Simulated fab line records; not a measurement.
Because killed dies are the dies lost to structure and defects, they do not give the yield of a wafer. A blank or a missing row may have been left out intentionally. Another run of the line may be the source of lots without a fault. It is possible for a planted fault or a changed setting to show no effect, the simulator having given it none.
Matching of chambers | flow n5-finfet | N5_BEOL_M0_SAQP_PECVD_97 on pecvd-04: 3 sister chambers
The step deposits SiNx from SiH4/NH3/N2, target thk 23 nm, time 19.9 s. 14 wafers are shown with their chamber, then 7 later ones without.

WAFERS, EACH WITH ITS CHAMBER
wafer  | chamber | throttle-valve-pct (%) | showerhead-plenum-p-Torr (Torr) | heater-power-w (W)
L933.1 | 0       | 39.3                   | 5.15                            | 526
L933.3 | 2       | 40.5                   | 5.26                            | 558
L933.5 | 2       | 40.0                   | 5.25                            | 579
L937.1 | 2       | 40.2                   | 5.26                            | 607
L937.3 | 0       | 39.3                   | 5.16                            | 502
L937.6 | 2       | 40.1                   | 5.27                            | 604
L938.1 | 1       | 42.9                   | 5.14                            | 655
L938.4 | 0       | 39.5                   | 5.16                            | 539
L938.6 | 1       | 43.0                   | 5.14                            | 667
L941.3 | 0       | 39.4                   | 5.15                            | 533
L941.4 | 1       | 43.0                   | 5.12                            | 610
L941.6 | 2       | 40.4                   | 5.27                            | 586
L942.2 | 2       | 40.2                   | 5.28                            | 558
L942.4 | 0       | 39.2                   | 5.14                            | 489

SIGNATURES (means of the wafers above)
reading                  | chamber 0 | chamber 1 | chamber 2 | scatter within a chamber
throttle-valve-pct       | 39.340    | 42.967    | 40.233    | 0.145
showerhead-plenum-p-Torr | 5.1520    | 5.1333    | 5.2650    | 0.00998
heater-power-w           | 517.80    | 644.00    | 582.00    | 23.2
Rule: a wafer's distance from a chamber is the root of the sum, over the readings, of the square of ((its reading less the chamber's mean) divided by the reading's scatter). If the next closest chamber is less than 2 further off than the closest, the wafer can't be placed; otherwise it belongs to the closest. How the scatter is found: for the shown wafers, subtract from each reading the mean of its chamber, square and add these, divide the total by (wafers less chambers), then take the root.

WAFERS WITHOUT THEIR CHAMBER
wafer  | throttle-valve-pct (%) | showerhead-plenum-p-Torr (Torr) | heater-power-w (W)
L942.5 | 40.3                   | 5.26                            | 554
L947.1 | 39.5                   | 5.16                            | 548
L947.2 | 43.0                   | 5.13                            | 654
L947.3 | 42.8                   | 5.13                            | 661
L953.4 | 37.0                   | 5.25                            | 599
L953.5 | 43.0                   | 5.11                            | 655
L953.6 | 39.4                   | 5.15                            | 509

WHICH CHAMBER EACH ONE RAN IN
wafer  | from the rows above | in truth
L942.5 | 2                   | 2
L947.1 | 0                   | 0
L947.2 | 1                   | 1
L947.3 | 1                   | 1
L953.4 | 0                   | 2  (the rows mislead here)
L953.5 | 1                   | 1
L953.6 | 0                   | 0
Placed correctly: 6 of 7. From these rows, 0 cannot be placed. Number placed wrongly: 1.
